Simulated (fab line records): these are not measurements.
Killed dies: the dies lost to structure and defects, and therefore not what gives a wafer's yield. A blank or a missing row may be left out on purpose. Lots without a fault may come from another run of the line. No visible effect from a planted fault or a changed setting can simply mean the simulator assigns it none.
A lot that was struck, set against a sound lot ; flow nand-harc ; 16 out of 1302 route steps
Sound: these wafers, L537.1, L537.3, L537.5. Struck: wafer L544.3; the same lot's L544.2 was not struck, so it is left out; see the end for the cause.
Per side, at each step with rows, come the tool, then ch with its chambers, and then its first start. Under that, the readings that differ: sound wafers ; struck wafers ; difference of the means ; sigmas: that difference in standard deviations of wafers without a fault.
alike: readings whose means differ by less than 2 such deviations, and words and numbers that are the same on both sides. not compared: withheld readings, readings that some wafer has no value for, bounds like >300 that may hide the same value, and numbers for which the record gives no deviation and whose values overlap.
A row with sigmas, a row that says differs or no value, or rows on one side alone: a step with any of these is where the two part. Numbers that have no deviation but don't overlap get no sigmas and don't part them. A reading that every wafer of one side lacks parts them only if that side has two wafers or more.

NHARC_A_ONON_D2_THK_MEAS_05: measures by ellipsometry.
  sound on film-metro-01, day 16 19:14; struck on film-metro-02, day 19 11:13
  alike: thk-nm
next comes 1 step that has no rows for these wafers: NHARC_A_ONON_D2_DEP_06 (target thickness 1000 nm).
NHARC_A_ONON_D2_THK_MEAS_08: measures by ellipsometry.
  sound on film-metro-01, day 16 19:49; struck on film-metro-01, day 19 11:47
  alike: thk-nm
next comes 1 step that has no rows for these wafers: NHARC_A_ONON_D2_DEP_09 (target thickness 1000 nm).
NHARC_A_ONON_D2_THK_MEAS_11: measures by ellipsometry.
  sound on film-metro-01, day 16 20:23; struck on film-metro-01, day 19 12:20
  alike: thk-nm
next comes 1 step that has no rows for these wafers: NHARC_A_ONON_D2_DEP_12 (target thickness 1000 nm).
NHARC_A_ONON_D2_THK_MEAS_14: measures by ellipsometry.
  sound on film-metro-01, day 16 20:56; struck on film-metro-01, day 19 12:55
reading;sound;struck;difference;sigmas
thk-nm (nm);1013 1010 1014;998;-14;-2
then, 2 steps without rows for these wafers: NHARC_A_ONON_D2_ANNEAL_15 (time 3600 s); NHARC_A_ONON_D2_DEP_16 (target thk 1000 nm).
NHARC_A_ONON_D2_THK_MEAS_18: measures by ellipsometry.
  sound on film-metro-02, day 17 04:12; struck on film-metro-02, day 19 20:20
  alike: thk-nm
next comes 1 step that has no rows for these wafers: NHARC_A_ONON_D2_DEP_19 (target thickness 1000 nm).
NHARC_A_ONON_D2_THK_MEAS_21: measures by ellipsometry.
  sound on film-metro-01, day 17 04:50; struck on film-metro-01, day 19 20:53
  alike: thk-nm
NHARC_A_ONON_D2_DEP_22: target thk 1000 nm.
  sound on pecvd-onon-04 ch 0, day 17 04:53; struck on pecvd-onon-04 ch 0, day 19 21:00
  alike: susceptor-temp-C
NHARC_A_ONON_D2_THK_MEAS_24: measures by ellipsometry.
  sound on film-metro-02, day 17 05:24; struck on film-metro-02, day 19 21:28
reading;sound;struck;difference;sigmas
thk-nm (nm);1009 1007 1006;1225;+218;+23
next comes 1 step that has no rows for these wafers: NHARC_A_ONON_D2_DEP_25 (target thickness 1000 nm).
-- the record jumps here: 12 days lie between the struck wafers' starts before and after (it left off in module A_ONON_D2 and takes up again in module END, whose first step shown is number 1302 of the route) --
NHARC_END_SORT_01:
  only the struck wafers appear in the record here, on prober-01 ch 0 at day 31 13:13; the sound ones have no rows

WHERE THEY PART
At NHARC_A_ONON_D2_THK_MEAS_14 first; at NHARC_END_SORT_01 last (within this record only).

WHY: what the simulator had put in
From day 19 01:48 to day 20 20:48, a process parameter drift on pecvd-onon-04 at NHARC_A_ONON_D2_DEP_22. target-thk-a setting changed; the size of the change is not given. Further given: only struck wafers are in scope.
